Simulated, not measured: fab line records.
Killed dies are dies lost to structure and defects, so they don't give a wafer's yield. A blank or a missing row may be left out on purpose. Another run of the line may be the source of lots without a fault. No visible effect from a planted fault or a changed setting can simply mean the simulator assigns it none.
Matching of chambers ; flow nandHarc ; 4 sister chambers for NHARC_P_CONTACT_ETCH_35 on rieDiel-11
The step etches the open film in CF4, target depth 39 nm, time 65 s. 14 wafers are shown with their chamber, then 7 later ones without.

WAFERS WITH THEIR CHAMBER
wafer;chamber;showerheadPlenumPTorr (Torr);oesProductAu (a.u.);throttleValvePct (%)
L074.1;0;1.83;1.007;13.287
L074.5;1;1.72;0.997;13.278
L074.6;0;1.83;1.011;13.285
L076.4;0;1.83;1.003;13.298
L076.5;0;1.83;1.004;13.286
L076.6;1;1.72;0.987;13.295
L077.1;2;1.83;1.004;13.270
L077.4;3;1.85;0.994;13.294
L077.6;1;1.72;0.992;13.294
L079.1;1;1.72;1.006;13.290
L079.2;2;1.83;1.006;13.281
L079.6;3;1.85;0.999;13.286
L085.1;2;1.82;1.003;13.260
L085.2;0;1.83;1.000;13.271

SIGNATURES (averages over the wafers above)
reading;chamber 0;chamber 1;chamber 2;chamber 3;scatter within a chamber
showerheadPlenumPTorr;1.8300;1.7200;1.8267;1.8500;0.00258
oesProductAu;1.00500;0.99550;1.00433;0.99650;0.00533
throttleValvePct;13.28540;13.28925;13.27033;13.29000;0.00897
Rule: a wafer lies at a distance from a chamber equal to the root of the sum of squares, over the readings, of (its reading less the chamber's mean, divided by the reading's scatter). If the next closest chamber is less than 2 further off than the closest, the wafer can't be placed; otherwise it belongs to the closest. The scatter is the square root of a quotient: the sum, over the shown wafers, of each reading's squared deviation from its chamber's mean, divided by wafers minus chambers.

WAFERS WHOSE CHAMBER IS MISSING
wafer;showerheadPlenumPTorr (Torr);oesProductAu (a.u.);throttleValvePct (%)
L085.3;1.72;0.996;13.277
L094.1;1.84;1.000;13.291
L094.2;1.83;1.006;13.284
L094.5;1.83;1.003;13.288
L096.1;1.84;1.011;13.285
L096.2;1.83;1.004;13.273
L096.6;1.82;1.013;13.267

EACH ONE'S CHAMBER
wafer;from the rows above;in truth
L085.3;1;1
L094.1;can't be placed: 3 or 0 or 2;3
L094.2;can't be placed: 0 or 2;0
L094.5;can't be placed: 0 or 2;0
L096.1;can't be placed: 0 or 3 or 2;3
L096.2;can't be placed: 2 or 0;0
L096.6;can't be placed: 2 or 0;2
1 of 7 placed correctly. Unplaceable from these rows: 6, with the true chamber sitting among the candidates in 6. Number placed wrongly: 0.
